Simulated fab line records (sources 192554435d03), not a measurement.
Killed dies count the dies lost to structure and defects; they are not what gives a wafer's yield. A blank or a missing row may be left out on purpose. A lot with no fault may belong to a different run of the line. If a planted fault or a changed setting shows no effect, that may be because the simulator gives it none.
Which tool did it? / flow n5_finfet / 10 lots with 29 wafers sampled at 4 steps, on a route of 1938 steps

## WHAT THE GAUGES SHOWED, per wafer
N5_BEOL_M2_CD_MEAS_18: pitch 36 nm, target cd 18 nm.
lot=L800; measured=day 6 21:20; on=cd_sem-03; cd_nm (nm)=18.5 18.1
lot=L802; measured=day 6 23:19; on=cd_sem-03; cd_nm (nm)=17.9 18.2 18.2
lot=L804; measured=day 7 08:11; on=cd_sem-03; cd_nm (nm)=17.8 17.9 18.5
lot=L806; measured=day 8 01:38; on=cd_sem-03; cd_nm (nm)=17.4 17.5 17.9
lot=L810; measured=day 8 22:45; on=cd_sem-02; cd_nm (nm)=17.9 17.7 17.9
lot=L812; measured=day 9 10:43; on=cd_sem-02; cd_nm (nm)=17.8 17.8 17.4
lot=L819; measured=day 11 07:32; on=cd_sem-01; cd_nm (nm)=18.3 18.0 18.4
lot=L820; measured=day 11 12:57; on=cd_sem-03; cd_nm (nm)=18.1 18.0 18.0
lot=L822; measured=day 11 20:10; on=cd_sem-02; cd_nm (nm)=18.1 17.9 18.2
lot=L823; measured=day 12 06:39; on=cd_sem-01; cd_nm (nm)=17.8 18.5 18.0

## WHAT TOOL EACH LOT RAN ON (gives the tool, then ch and the chambers of the sampled wafers, and finally the start)
lot=L800; N5_BEOL_M1_CO_CAP_55=cvd_co-02 ch 0,2, day 6 18:25; N5_BEOL_M2_HM_DEP_02=pvd_sputter-03, day 6 19:34; N5_BEOL_M2_ETCH_64=rie_diel-06 ch 1,2, day 6 20:40
lot=L802; N5_BEOL_M1_CO_CAP_55=cvd_co-02 ch 0,1,2, day 6 21:27; N5_BEOL_M2_HM_DEP_02=pvd_sputter-03, day 6 22:20; N5_BEOL_M2_ETCH_64=rie_diel-05 ch 0,1,3, day 6 22:58
lot=L804; N5_BEOL_M1_CO_CAP_55=cvd_co-01 ch 1,2, day 7 04:43; N5_BEOL_M2_HM_DEP_02=pvd_sputter-03, day 7 07:14; N5_BEOL_M2_ETCH_64=rie_diel-06 ch 0,2,3, day 7 07:50
lot=L806; N5_BEOL_M1_CO_CAP_55=cvd_co-02 ch 1,2, day 7 21:53; N5_BEOL_M2_HM_DEP_02=pvd_sputter-02, day 8 00:13; N5_BEOL_M2_ETCH_64=rie_diel-05 ch 2,3, day 8 00:59
lot=L810; N5_BEOL_M1_CO_CAP_55=cvd_co-01 ch 0,2, day 8 20:22; N5_BEOL_M2_HM_DEP_02=pvd_sputter-03, day 8 21:35; N5_BEOL_M2_ETCH_64=rie_diel-05 ch 0,2,3, day 8 22:19
lot=L812; N5_BEOL_M1_CO_CAP_55=cvd_co-01 ch 0,2, day 9 08:52; N5_BEOL_M2_HM_DEP_02=pvd_sputter-01, day 9 09:46; N5_BEOL_M2_ETCH_64=rie_diel-02 ch 0,2, day 9 10:22
lot=L819; N5_BEOL_M1_CO_CAP_55=cvd_co-02 ch 0,1,2, day 11 05:20; N5_BEOL_M2_HM_DEP_02=pvd_sputter-02, day 11 06:26; N5_BEOL_M2_ETCH_64=rie_diel-05 ch 1,2,3, day 11 07:10
lot=L820; N5_BEOL_M1_CO_CAP_55=cvd_co-01 ch 0,1,2, day 11 10:57; N5_BEOL_M2_HM_DEP_02=pvd_sputter-03, day 11 12:00; N5_BEOL_M2_ETCH_64=rie_diel-05 ch 0,3, day 11 12:35
lot=L822; N5_BEOL_M1_CO_CAP_55=cvd_co-01 ch 0,1,2, day 11 16:49; N5_BEOL_M2_HM_DEP_02=pvd_sputter-01, day 11 19:08; N5_BEOL_M2_ETCH_64=rie_diel-02 ch 0,1,2, day 11 19:48
lot=L823; N5_BEOL_M1_CO_CAP_55=cvd_co-01 ch 0,1, day 12 02:45; N5_BEOL_M2_HM_DEP_02=pvd_sputter-02, day 12 04:55; N5_BEOL_M2_ETCH_64=rie_diel-06 ch 1,2, day 12 06:16
- N5_BEOL_M1_CO_CAP_55: material Co, precursor CCTBA/H2, target thk 2 nm, time 102.1 s.
- N5_BEOL_M2_HM_DEP_02: deposits TiN, target thk 20 nm.
- N5_BEOL_M2_ETCH_64: etches SOC in N2/H2, target depth 75 nm, overetch 22.5 nm, time 121.9 s.

## THE ANSWER, worked out from the rows above alone
Rule: the lots themselves supply what counts as usual. The widest of any qualifying gaps counts: lots, ordered by their means at a reading, are off when they make up no more than a third of the lots, leave a main group of 4 or more, and stand apart from it by 3 or more times the standard deviation of that group's means. A main group is skipped when, at the precision printed for the reading in the tables above, its means are all equal. Also off: a lot with no number at a reading for which 4 or more lots have one. The other lots that the step has rows for count as sound.
No lot is off at any reading shown: from this, nothing can be told.

## WHAT HAD BEEN PUT IN BY THE SIMULATOR
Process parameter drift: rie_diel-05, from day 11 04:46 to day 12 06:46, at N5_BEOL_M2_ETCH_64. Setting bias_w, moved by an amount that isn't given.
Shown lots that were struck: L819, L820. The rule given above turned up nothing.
